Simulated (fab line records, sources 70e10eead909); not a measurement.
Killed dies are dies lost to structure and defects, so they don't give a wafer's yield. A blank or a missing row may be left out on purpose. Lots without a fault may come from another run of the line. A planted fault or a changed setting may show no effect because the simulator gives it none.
Chamber matching | flow nand_harc | NHARC_A_CHANNEL_FILL_D1_ALD_02 on ald_hk-02: 4 sister chambers
The step deposits SiO2, target thk 6 nm, pulse time 10 s, ald cycles 60. 4 wafers are shown with their chamber, then 11 later ones without.

WAFERS WITH THEIR CHAMBER
wafer  | chamber | heater_power_w (W)
L087.5 | 3       | 476
L086.3 | 0       | 472
L088.5 | 1       | 387
L089.2 | 2       | 456

WAFERS WITHOUT THEIR CHAMBER
wafer  | heater_power_w (W)
L089.3 | 471
L089.6 | 477
L092.1 | 451
L092.2 | 392
L092.3 | 467
L093.2 | 451
L093.5 | 446
L093.6 | 444
L094.4 | 447
L094.5 | 454
L094.6 | 364

WHICH CHAMBER EACH WENT THROUGH
wafer  | from the rows above          | in truth
L089.3 | can't be placed: 0 or 3 or 2 | 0
L089.6 | can't be placed: 3 or 0      | 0
L092.1 | can't be placed: 2 or 0      | 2
L092.2 | 1                            | 1
L092.3 | can't be placed: 0 or 3 or 2 | 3
L093.2 | can't be placed: 2 or 0      | 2
L093.5 | can't be placed: 2 or 0      | 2
L093.6 | can't be placed: 2 or 0      | 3
L094.4 | can't be placed: 2 or 0      | 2
L094.5 | can't be placed: 2 or 0      | 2
L094.6 | 1                            | 1
Placed correctly: 2 of 11. Can't be placed from these rows: 9 (the true chamber is among the candidates in 8). Placed wrongly: 0.
How it was worked out, from the rows above alone: a wafer's distance from a chamber is the root of the sum, over the readings, of the square of ((its reading less the chamber's mean) divided by the reading's scatter). The wafer belongs to the nearest chamber; if the next one is less than 2 further off, it can't be placed. A chamber's mean is the mean of its shown wafers. The scatter: with one shown wafer a chamber, the root of the mean of the squares of how far each hidden wafer lies from its nearest shown one.
